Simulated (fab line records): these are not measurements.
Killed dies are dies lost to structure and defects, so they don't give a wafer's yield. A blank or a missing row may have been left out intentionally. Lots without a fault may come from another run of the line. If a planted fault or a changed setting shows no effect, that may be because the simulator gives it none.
Chamber matching -- flow nandHarc -- cmp-03 running NHARC_P_CONTACT_CMP_01: 4 sister chambers
The step polishes SiO2, target thk 200 nm. 4 wafers are shown with their chamber, then 9 later ones without.

## WAFERS PAIRED WITH THEIR CHAMBERS
wafer,chamber,motorCurrentA (A)
L084.6,1,11.8
L086.1,0,12.7
L089.2,3,12.0
L089.6,2,11.6

## WAFERS WHOSE CHAMBER IS MISSING
wafer,motorCurrentA (A)
L091.1,12.1
L091.3,12.1
L091.4,12.5
L092.1,11.6
L092.4,11.7
L092.6,12.6
L093.2,13.1
L093.4,12.4
L093.6,11.8

## EACH ONE'S CHAMBER
wafer,from the rows above,in truth
L091.1,can't be placed: 3 or 1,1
L091.3,can't be placed: 3 or 1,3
L091.4,can't be placed: 0 or 3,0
L092.1,can't be placed: 2 or 1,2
L092.4,can't be placed: 2 or 1 or 3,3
L092.6,0,0
L093.2,0,0
L093.4,can't be placed: 0 or 3 or 1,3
L093.6,can't be placed: 1 or 3 or 2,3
2 of 9 placed correctly. Not placeable from these rows: 7 (in 7, the candidates include the true chamber). Placed wrongly: 0.
How it was worked out, from the rows above alone: a wafer's distance from a chamber is the root of the sum, over the readings, of the square of ((its reading less the chamber's mean) divided by the reading's scatter). The wafer belongs to the nearest chamber; if the next one is less than 2 further off, it can't be placed. Each chamber's mean is taken over the wafers shown for it. The scatter: root of mean squared gap, hidden wafer to nearest shown wafer, with one shown wafer a chamber.
